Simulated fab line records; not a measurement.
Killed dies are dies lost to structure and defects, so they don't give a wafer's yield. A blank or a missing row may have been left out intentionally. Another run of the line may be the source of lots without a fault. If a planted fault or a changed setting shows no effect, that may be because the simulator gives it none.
Chamber matching    flow n5Finfet    N5_FIN_SAQP_ETCH_51 on rieDiel-04 has 4 sister chambers
The step etches SiARC in CF4, target depth 45.5 nm, time 75.8 s. 4 wafers are shown with their chamber, then 9 later ones without.

== WAFERS, EACH WITH ITS CHAMBER ==
wafer   chamber  drypumpMotorCurrentA (A)
L086.1  0        6.4
L087.2  3        6.5
L087.3  2        5.4
L087.5  1        5.3

== WAFERS WITH NO CHAMBER GIVEN ==
wafer   drypumpMotorCurrentA (A)
L091.1  6.4
L091.4  6.5
L091.6  6.4
L093.1  5.3
L093.3  5.5
L093.5  5.3
L097.4  6.5
L097.5  6.5
L097.6  6.4

== WHICH CHAMBER EACH WENT THROUGH ==
wafer   from the rows above  in truth
L091.1  0                    0
L091.4  3                    3
L091.6  0                    0
L093.1  1                    1
L093.3  2                    2
L093.5  1                    1
L097.4  3                    3
L097.5  3                    3
L097.6  0                    0
Correct placement for 9 of the 9. From these rows, 0 cannot be placed. 0 placed wrongly.
How it was worked out, from the rows above alone: a wafer's distance from a chamber is the root of the sum, over the readings, of the square of ((its reading less the chamber's mean) divided by the reading's scatter). The wafer belongs to the nearest chamber; if the next one is less than 2 further off, it can't be placed. A chamber's mean is the mean of its shown wafers. The scatter (one wafer shown for each chamber): square how far every hidden wafer sits from the nearest shown wafer, average those squares and take the square root.
